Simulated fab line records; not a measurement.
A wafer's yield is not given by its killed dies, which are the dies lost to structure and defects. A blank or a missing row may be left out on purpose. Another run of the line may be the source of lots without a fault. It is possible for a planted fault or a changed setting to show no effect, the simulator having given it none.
Chamber matching ; flow nand harc ; 4 sister chambers for NHARC_A_STAIRCASE_DESCUM_219 on rie diel-07
The step chemistry O2, time 3 s. 8 wafers are shown with their chamber, then 8 later ones without.

== WAFERS, EACH WITH ITS CHAMBER ==
wafer;chamber;drypump motor current A (A);showerhead plenum p Torr (Torr)
L079.3;0;6.3;1.83
L092.1;2;6.1;1.98
L092.3;1;5.9;1.88
L092.6;3;4.9;1.97
L091.2;2;6.2;1.98
L091.3;0;6.3;1.82
L091.6;1;5.9;1.88
L094.1;3;4.9;1.96

== WAFERS WHOSE CHAMBER IS MISSING ==
wafer;drypump motor current A (A);showerhead plenum p Torr (Torr)
L094.2;6.1;1.98
L094.5;5.9;1.87
L095.2;6.1;1.98
L095.3;4.9;1.96
L095.5;6.3;1.81
L096.3;6.2;1.97
L096.5;5.9;1.87
L096.6;6.3;1.81

== CHAMBER TAKEN BY EACH ==
wafer;from the rows above;in truth
L094.2;2;2
L094.5;1;1
L095.2;2;2
L095.3;3;3
L095.5;0;0
L096.3;2;2
L096.5;1;1
L096.6;0;0
8 of 8 placed correctly. From these rows, 0 cannot be placed. Wrongly placed: 0.
How it was worked out, from the rows above alone: a wafer's distance from a chamber is the root of the sum, over the readings, of the square of ((its reading less the chamber's mean) divided by the reading's scatter). If the next closest chamber is less than 2 further off than the closest, the wafer can't be placed; otherwise it belongs to the closest. Each chamber's mean is taken over the wafers shown for it. The scatter: the root of (the sum of the squares of (reading less its chamber's mean) over the shown wafers, divided by (wafers less chambers)).
